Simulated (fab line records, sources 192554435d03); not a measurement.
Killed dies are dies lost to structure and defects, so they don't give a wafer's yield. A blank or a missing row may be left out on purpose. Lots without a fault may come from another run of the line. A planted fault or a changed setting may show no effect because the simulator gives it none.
fab line records | flow n5_finfet | part 1 of 2: steps 1 to 4 of 6
record lots=21 wafers=63 last_day=17
route steps=1938 shown DUMMY_GATE@234 SD_EPI_P@311 ILD0@339 SDB@359
lots that met no fault: from a run of the same line without faults
start_h: hours from the record's first day to the start of the lot's first wafer shown | wait_h: hours since the lot's step before | " the same as in the row above | L1.1+2: a row that stands for several wafers | - no value, or no start given | * or withheld: withheld | < > ~ a bound
route shown NAME@n: a module of which the file shows steps, and the number in the route of the first | usual: mean/standard deviation of fault-free wafers | same: alike in all rows | chamber/n: place in a boat | sites: the reading at each site | _std_site: their standard deviation | _edge_site: outer sites' mean less inner sites' | radius_mm: how far each site lies from the wafer's centre | mask NAME#n: copy n | behind: the tool/chamber that last shaped the wafer | hold: why the lot was held/for how many hours/how that ended | device: the transistor (n, p or np) that didn't switch | end of line: the same wafers' tests at the end of the route | a step without rows: its recipe alone | killed: dies lost to structure and defects at the first sort, not the wafer's yield | map: a wafer's dies, x killed, . not, _ none there
set.NAME: the setting as run; set.NAME@STEP: as run at that earlier step | model.NAME: the simulator's own value behind a step, which no gauge read
steps of the route over a sample of lots; a table a step, a row a wafer
services: from which hour (start_h, from the record's first day; less than 0 if before it) a tool's chamber was out of use, for how many hours, and why
## steps
# step N5_DUMMY_GATE_DESCUM_20
# recipe chemistry=O2 time_s=6.2 source_power_w=50 bias_power_w=20 pressure_mtorr=20 rf_frequency_hz=2.712e+07 temp_c=40 resist=CAR-EUV o2_flow_sccm=225
# usual drypump_motor_current_A=5.7/0.55 oes_product_au=0.78/0.083 rf_vpp_V=243.2/1.5 showerhead_plenum_p_Torr=2.09/0.08 throttle_valve_pct=20.49/0.22
# columns lot.wafer tool chamber start_h wait_h drypump_motor_current_A oes_product_au rf_hours_counter_h rf_vpp_V showerhead_plenum_p_Torr throttle_valve_pct
L074.1 rie_diel-05 2 44.54 0.0 5.4 0.78 131 243.3 2.10 20.68
L074.3 " 0 " " 5.6 0.72 215 243.5 2.08 20.37
L074.5 " 0 " " 5.7 0.72 - 243.1 2.08 20.38
L075.3 rie_diel-02 0 52.63 0.0 5.1 0.70 232 241.2 1.97 20.89
L075.5 " 2 " " 5.1 0.85 - 242.4 2.04 20.26
L075.6 " 3 " " 6.7 0.69 - 244.0 2.17 20.47
L076.1 rie_diel-02 1 60.59 0.3 5.6 0.79 120 245.9 2.19 20.47
L076.4 " 3 " " 6.6 0.68 223 244.8 2.17 20.49
L076.5 " 3 " " 6.6 0.69 - 243.3 2.17 20.47
L077.1 rie_diel-02 3 65.28 0.1 6.5 0.69 225 244.6 2.17 20.47
L077.4 " 2 " " 5.1 0.84 54 242.1 2.04 20.29
L077.6 " 2 " " 5.1 0.84 - 242.5 2.04 20.30
L078.1 rie_diel-02 0 69.92 0.2 5.1 0.69 238 239.9 1.97 20.91
L078.2 " 1 " " 5.6 0.78 122 244.3 2.19 20.48
L078.3 " 3 " " 6.6 0.68 226 244.0 2.17 20.50
L080.1 rie_diel-06 1 84.08 0.0 5.5 0.76 153 242.8 2.00 20.30
L080.2 " 2 " " 6.5 0.80 124 242.2 2.10 20.46
L080.6 " 3 " " 6.6 0.87 - 242.0 2.05 20.41
L081.2 rie_diel-06 3 88.42 0.0 6.6 0.87 53 241.9 2.05 20.43
L081.4 " 1 " " 5.5 0.74 154 243.1 2.00 20.30
L081.5 " 1 " " 5.5 0.76 - 241.6 2.00 20.30
L082.3 rie_diel-02 1 99.35 0.1 5.5 0.77 131 244.1 2.19 20.48
L082.4 " 3 " " 6.6 0.69 235 244.0 2.16 20.51
L082.5 " 3 " " 6.6 0.69 - 243.5 2.16 20.50
L083.1 rie_diel-05 1 103.56 0.0 5.8 0.77 154 244.9 2.18 20.57
L083.3 " 2 " " 5.4 0.76 152 243.6 2.09 20.71
L083.5 " 3 " " 5.7 0.68 - 242.3 1.98 20.66
L084.1 rie_diel-06 3 109.36 0.0 6.5 0.87 59 242.7 2.05 20.45
L084.3 " 0 " " 5.8 0.89 21 243.8 2.13 19.98
L084.5 " 3 " " 6.6 0.86 - 239.7 2.05 20.42
L085.2 rie_diel-02 0 114.60 0.4 5.1 0.69 250 240.7 1.96 20.92
L085.4 " 3 " " 6.6 0.68 - 244.6 2.16 20.51
L085.5 " 1 " " 5.5 0.76 - 245.1 2.19 20.49
L086.2 rie_diel-02 1 118.09 0.0 5.6 0.77 137 243.8 2.19 20.48
L086.4 " 0 " " 5.1 0.68 - 241.2 1.96 20.94
L086.6 " 1 " " 5.5 0.76 - 244.5 2.19 20.50
L088.3 rie_diel-02 3 130.22 0.0 6.6 0.67 245 245.5 2.16 20.51
L088.4 " 1 " " 5.5 0.76 - 243.8 2.19 20.50
L088.5 " 3 " " 6.6 0.67 - 245.3 2.16 20.54
L089.1 rie_diel-05 2 136.32 0.2 5.4 0.74 162 244.8 2.08 20.73
L089.3 " 1 " " 5.8 0.76 164 244.8 2.18 20.58
L089.4 " 3 " " 5.7 0.68 - 240.8 1.98 20.66
L091.1 rie_diel-02 2 154.96 0.0 5.1 0.80 82 240.7 2.03 20.31
L091.2 " 0 " " 5.1 0.96 5 244.9 2.22 20.54
L091.5 " 2 " " 5.1 0.81 - 240.9 2.03 20.33
L092.1 rie_diel-05 0 157.10 0.0 5.6 0.69 249 243.0 2.07 20.42
L092.4 " 2 " " 5.4 0.73 170 244.1 2.08 20.72
L092.5 " 2 " " 5.4 0.74 - 241.9 2.08 20.73
L093.1 rie_diel-02 1 166.96 0.7 5.5 0.75 155 243.9 2.18 20.52
L093.2 " 2 " " 5.1 0.81 86 243.5 2.03 20.34
L093.5 " 1 " " 5.6 0.75 - 246.8 2.18 20.50
L094.2 rie_diel-05 1 170.12 0.0 5.8 0.75 175 245.0 2.17 20.59
L094.3 " 2 " " 5.4 0.73 174 244.1 2.08 20.73
L094.5 " 2 " " 5.4 0.73 - 244.0 2.08 20.76
L095.2 rie_diel-06 1 173.88 0.1 5.5 0.74 178 243.5 1.99 20.34
L095.4 " 0 " " 5.7 0.86 40 242.2 2.12 20.02
L095.6 " 1 " " 5.5 0.74 - 240.9 1.99 20.35
L096.1 rie_diel-02 1 182.01 0.0 5.6 0.75 159 244.4 2.18 20.53
L096.2 " 3 " " 6.6 0.97 7 243.0 2.16 20.18
L096.6 " 3 " " 6.6 0.97 - 244.3 2.15 20.17
L097.1 rie_diel-02 3 189.04 0.0 6.5 0.95 10 244.0 2.15 20.18
L097.2 " 0 " " 5.1 0.93 17 246.3 2.22 20.53
L097.4 " 3 " " 6.6 0.96 - 244.4 2.15 20.18
# step N5_SD_EPI_P_ETCH_47
# recipe chemistry=CH3F/O2 target=SiOCN target_depth_a=250 mask_material=SOC ion_energy_ev=60 bias_w=29 pressure_mtorr=30 source_w=410 Ar_flow_sccm=150 CH3F_flow_sccm=30 O2_flow_sccm=20
# usual O2_flow_sccm=19.99/0.069 drypump_motor_current_A=5.8/0.5 oes_product_au=0.79/0.082 rf_vpp_V=126.9/1.4 showerhead_plenum_p_Torr=2.00/0.07 throttle_valve_pct=16.36/0.22
# columns lot.wafer tool chamber start_h wait_h O2_flow_sccm drypump_motor_current_A oes_product_au rf_hours_counter_h rf_vpp_V showerhead_plenum_p_Torr throttle_valve_pct
L074.1 rie_diel-05 0 52.25 0.1 19.96 5.6 0.71 218 127.1 1.98 16.27
L074.3 " 2 " " 20.00 5.4 0.78 135 128.0 2.01 16.60
L074.5 " 3 " " 20.01 5.7 0.69 - 126.1 1.90 16.55
L075.3 rie_diel-02 1 60.44 0.1 20.03 5.5 0.77 120 127.0 2.09 16.29
L075.5 " 1 " " 20.07 5.5 0.77 - 125.6 2.09 16.29
L075.6 " 0 " " 19.97 5.1 0.69 - 123.9 1.89 16.87
L076.1 rie_diel-05 0 68.51 0.1 20.04 5.7 0.70 224 127.4 1.97 16.28
L076.4 " 2 " " 19.98 5.3 0.77 140 128.5 2.01 16.60
L076.5 " 3 " " 20.00 5.7 0.69 - 124.2 1.90 16.57
L077.1 rie_diel-06 0 72.64 0.1 20.09 5.7 0.93 9 126.6 2.05 15.93
L077.4 " 2 " " 19.90 6.5 0.80 121 127.6 2.02 16.39
L077.6 " 3 " " 19.98 6.5 0.87 - 126.0 1.95 16.23
L078.1 rie_diel-06 3 78.09 0.1 19.99 6.5 0.87 50 125.1 1.95 16.23
L078.2 " 0 " " 19.92 5.7 0.93 11 127.5 2.05 15.92
L078.3 " 1 " " 19.89 5.5 0.76 151 125.2 1.92 16.29
L080.1 rie_diel-05 2 92.25 0.1 19.98 5.4 0.77 148 128.5 2.00 16.62
L080.2 " 1 " " 20.12 5.8 0.78 149 126.1 2.09 16.43
L080.6 " 0 " " 19.99 5.6 0.71 - 129.9 1.97 16.28
L081.2 rie_diel-02 0 97.78 0.1 19.96 5.1 0.70 244 123.9 1.89 16.91
L081.4 " 1 " " 20.07 5.6 0.77 130 126.6 2.08 16.30
L081.5 " 3 " " 20.04 6.6 0.68 - 127.6 2.06 16.40
L082.3 rie_diel-05 0 106.64 0.1 19.94 5.6 0.70 237 129.4 1.97 16.30
L082.4 " 1 " " 19.93 5.8 0.77 154 127.7 2.09 16.45
L082.5 " 3 " " 20.06 5.7 0.68 - 125.4 1.89 16.59
L083.1 rie_diel-05 2 114.61 0.1 19.94 5.4 0.76 156 128.1 2.00 16.64
L083.3 " 3 " " 20.14 5.7 0.67 232 124.7 1.89 16.57
L083.5 " 2 " " 19.97 5.4 0.75 - 127.9 2.00 16.63
L084.1 rie_diel-06 1 117.33 0.1 19.97 5.5 0.75 163 126.2 1.92 16.29
L084.3 " 0 " " 20.07 5.7 0.89 24 125.6 2.04 15.95
L084.5 " 2 " " 19.96 6.6 0.77 - 128.6 2.01 16.42
L085.2 rie_diel-02 1 125.99 0.1 20.02 5.5 0.76 140 126.4 2.08 16.32
L085.4 " 2 " " 20.07 5.1 0.83 - 126.5 1.94 16.16
L085.5 " 3 " " 20.01 6.6 0.68 - 127.9 2.05 16.39
L086.2 rie_diel-05 1 133.47 0.1 20.06 5.9 0.76 162 126.3 2.08 16.46
L086.4 " 0 " " 20.05 5.6 0.69 245 128.3 1.97 16.32
L086.6 " 1 " " 20.09 5.9 0.76 - 127.8 2.08 16.46
L088.3 rie_diel-02 3 139.51 0.1 20.00 6.6 0.68 249 127.0 2.05 16.40
L088.4 " 2 " " 19.97 5.1 0.81 77 127.4 1.94 16.17
L088.5 " 1 " " 19.97 5.6 0.75 - 125.5 2.08 16.33
L089.1 rie_diel-06 3 145.04 0.1 19.93 6.6 0.85 69 125.2 1.94 16.26
L089.3 " 1 " " 20.05 5.5 0.74 171 126.2 1.92 16.32
L089.4 " 0 " " 20.05 5.7 0.88 32 127.0 2.04 15.97
L091.1 rie_diel-02 2 164.05 0.1 19.94 5.0 0.80 85 127.0 1.94 16.19
L091.2 " 1 " " 20.00 5.6 0.74 154 126.1 2.07 16.32
L091.5 " 3 " " 19.89 6.6 0.99 - 128.0 2.05 15.96
L092.1 rie_diel-06 0 165.45 0.1 19.97 5.8 0.87 37 126.5 2.04 15.97
L092.4 " 1 " " 19.97 5.5 0.74 175 126.9 1.92 16.32
L092.5 " 3 " " 20.05 6.6 0.84 - 125.8 1.94 16.28
L093.1 rie_diel-06 2 178.21 0.1 19.97 6.5 0.77 150 126.5 2.01 16.46
L093.2 " 0 " " 19.91 5.8 0.86 41 127.4 2.04 15.98
L093.5 " 1 " " 19.98 5.5 0.73 - 125.7 1.91 16.34
L094.2 rie_diel-02 2 179.48 0.1 19.98 5.1 0.81 91 127.0 1.93 16.21
L094.3 " 0 " " 20.02 5.1 0.93 14 126.4 2.13 16.47
L094.5 " 3 " " 20.00 6.6 0.95 - 128.0 2.05 15.97
L095.2 rie_diel-06 2 183.82 0.1 20.03 6.5 0.77 152 128.8 2.01 16.46
L095.4 " 0 " " 20.06 5.7 0.86 43 125.4 2.03 15.98
L095.6 " 1 " " 20.05 5.5 0.73 - 127.0 1.91 16.33
L096.1 rie_diel-02 1 192.40 0.1 20.07 5.5 0.74 163 126.6 2.07 16.36
L096.2 " 3 " " 19.94 6.6 0.94 11 128.7 2.05 15.98
L096.6 " 1 " " 20.04 5.6 0.73 - 127.3 2.07 16.36
L097.1 rie_diel-05 2 198.46 0.1 19.95 5.4 0.74 186 129.4 1.99 16.69
L097.2 " 1 " " 19.91 5.8 0.74 186 125.5 2.08 16.53
L097.4 " 0 " " 20.00 5.6 0.95 - 128.4 1.96 15.89
# step N5_SD_EPI_P_STRIP_40
# recipe chemistry=N2/H2 power_w=1000 temp_c=250 h2_frac=0.65 overash_fraction=0.3 pressure_mtorr=withheld n2_flow_sccm=1750 h2_flow_sccm=3250
# usual drypump_motor_current_A=5.83/0.051 h2_flow_sccm=3249/9.7 heater_power_w=355/40 oes_product_au=0.761/0.011
# columns lot.wafer tool chamber start_h wait_h drypump_motor_current_A h2_flow_sccm heater_power_w oes_product_au rf_hours_counter_h
L074.1 plasma_asher-01 0 52.57 0.0 5.83 3256 361 0.763 81
L074.3 " 1 " " 5.84 3246 303 0.767 -
L074.5 " 0 " " 5.83 3255 363 0.748 -
L075.3 plasma_asher-02 1 60.78 0.0 5.77 3245 329 0.772 -
L075.5 " 1 " " 5.76 3245 328 0.765 -
L075.6 " 0 " " 5.94 3230 409 0.749 -
L076.1 plasma_asher-02 1 68.88 0.1 5.82 3245 331 0.771 36
L076.4 " 1 " " 5.78 3255 324 0.772 -
L076.5 " 1 " " 5.77 3244 324 0.760 -
L077.1 plasma_asher-01 1 72.96 0.0 5.86 3261 315 0.760 85
L077.4 " 0 " " 5.84 3227 362 0.775 -
L077.6 " 1 " " 5.83 3251 315 0.768 -
L078.1 plasma_asher-02 1 78.41 0.0 5.75 3257 336 0.753 37
L078.2 " 0 " " 5.90 3256 411 0.756 37
L078.3 " 1 " " 5.77 3274 330 0.756 -
L080.1 plasma_asher-02 0 92.57 0.0 5.89 3243 403 0.746 40
L080.2 " 1 " " 5.80 3249 328 0.786 40
L080.6 " 0 " " 5.89 3246 415 0.777 -
L081.2 plasma_asher-02 1 98.10 0.0 5.78 3252 340 0.761 41
L081.4 " 0 " " 5.88 3264 413 0.752 -
L081.5 " 0 " " 5.85 3256 401 0.761 -
L082.3 plasma_asher-02 1 106.97 0.0 5.77 3238 319 0.764 -
L082.4 " 0 " " 5.90 3258 412 0.760 -
L082.5 " 1 " " 5.78 3242 326 0.752 -
L083.1 plasma_asher-01 1 114.94 0.0 5.83 3253 305 0.746 94
L083.3 " 0 " " 5.85 3250 363 0.768 -
L083.5 " 1 " " 5.84 3243 308 0.748 -
L084.1 plasma_asher-02 1 117.64 0.0 5.79 3251 327 0.756 44
L084.3 " 0 " " 5.89 3231 411 0.743 -
L084.5 " 0 " " 5.90 3232 424 0.756 -
L085.2 plasma_asher-01 0 126.33 0.0 5.83 3254 359 0.761 95
L085.4 " 0 " " 5.84 3251 367 0.765 -
L085.5 " 0 " " 5.82 3250 355 0.767 -
L086.2 plasma_asher-02 1 133.84 0.1 5.76 3250 323 0.759 46
L086.4 " 1 " " 5.74 3251 329 0.760 -
L086.6 " 1 " " 5.75 3232 340 0.756 -
L088.3 plasma_asher-01 0 139.85 0.0 5.82 3222 365 0.761 -
L088.4 " 1 " " 5.81 3257 305 0.768 -
L088.5 " 1 " " 5.78 3249 308 0.750 -
L089.1 plasma_asher-02 1 145.36 0.0 5.79 3258 327 0.766 49
L089.3 " 1 " " 5.74 3240 328 0.778 -
L089.4 " 0 " " 5.89 3228 404 0.737 -
L091.1 plasma_asher-01 1 164.36 0.0 5.84 3250 306 0.762 103
L091.2 " 0 " " 5.79 3245 367 0.745 103
L091.5 " 1 " " 5.80 3257 302 0.746 -
L092.1 plasma_asher-02 0 165.76 0.0 5.88 3241 406 0.770 54
L092.4 " 0 " " 5.94 3246 403 0.767 -
L092.5 " 0 " " 5.91 3245 415 0.766 -
L093.1 plasma_asher-02 1 178.53 0.0 5.79 3255 334 0.752 56
L093.2 " 0 " " 5.85 3264 405 0.757 56
L093.5 " 0 " " 5.92 3248 406 0.759 -
L094.2 plasma_asher-01 0 179.80 0.0 5.81 3249 363 0.751 105
L094.3 " 1 " " 5.85 3262 307 0.759 -
L094.5 " 0 " " 5.83 3233 356 0.762 -
L095.2 plasma_asher-02 0 184.13 0.0 5.87 3244 413 0.759 57
L095.4 " 0 " " 5.90 3250 405 0.749 -
L095.6 " 0 " " 5.89 3246 409 0.769 -
L096.1 plasma_asher-01 1 192.72 0.0 5.79 3269 308 0.772 107
L096.2 " 0 " " 5.83 3246 355 0.771 107
L096.6 " 0 " " 5.84 3262 364 0.782 -
L097.1 plasma_asher-01 0 198.77 0.0 5.84 3235 359 0.760 109
L097.2 " 1 " " 5.90 3254 306 0.754 109
L097.4 " 1 " " 5.79 3252 316 0.774 -
# step N5_ILD0_THK_MEAS_04
# usual thk_nm=197.2/0.97
# columns lot.wafer tool chamber start_h wait_h thk_nm
L074.1 film_metro-02 - 58.99 - 196.8
L074.3 " - " " 197.7
L074.5 " - " " 197.3
L075.3 film_metro-02 - 67.13 - 195.2
L075.5 " - " " 195.9
L075.6 " - " " 196.4
L076.1 film_metro-01 - 75.23 - 196.3
L076.4 " - " " 197.4
L076.5 " - " " 198.1
L077.1 film_metro-02 - 80.28 - 197.2
L077.4 " - " " 197.3
L077.6 " - " " 196.7
L078.1 film_metro-02 - 85.95 - 197.0
L078.2 " - " " 195.6
L078.3 " - " " 197.0
L080.1 film_metro-01 - 99.92 - 197.5
L080.2 " - " " 197.0
L080.6 " - " " 197.7
L081.2 film_metro-02 - 104.73 - 198.4
L081.4 " - " " 198.4
L081.5 " - " " 196.5
L082.3 film_metro-01 - 115.81 - 198.6
L082.4 " - " " 197.7
L082.5 " - " " 197.6
L083.1 film_metro-02 - 123.28 - 197.0
L083.3 " - " " 196.4
L083.5 " - " " 198.0
L084.1 film_metro-02 - 124.21 - 199.8
L084.3 " - " " 197.3
L084.5 " - " " 197.6
L085.2 film_metro-01 - 134.08 - 196.4
L085.4 " - " " 196.6
L085.5 " - " " 196.5
L086.2 film_metro-01 - 141.04 - 196.9
L086.4 " - " " 197.3
L086.6 " - " " 198.6
L088.3 film_metro-01 - 148.21 - 195.4
L088.4 " - " " 196.4
L088.5 " - " " 196.2
L089.1 film_metro-02 - 153.74 - 198.2
L089.3 " - " " 197.0
L089.4 " - " " 198.0
L091.1 film_metro-02 - 172.69 - 195.6
L091.2 " - " " 198.3
L091.5 " - " " 196.9
L092.1 film_metro-02 - 173.59 - 199.4
L092.4 " - " " 198.2
L092.5 " - " " 198.9
L093.1 film_metro-01 - 186.33 - 197.0
L093.2 " - " " 196.8
L093.5 " - " " 196.8
L094.2 film_metro-02 - 187.16 - 198.8
L094.3 " - " " 197.7
L094.5 " - " " 197.5
L095.2 film_metro-02 - 191.45 - 198.7
L095.4 " - " " 197.7
L095.6 " - " " 199.1
L096.1 film_metro-01 - 200.28 - 195.5
L096.2 " - " " 196.9
L096.6 " - " " 196.8
L097.1 film_metro-02 - 205.33 - 196.6
L097.2 " - " " 196.8
L097.4 " - " " 197.5
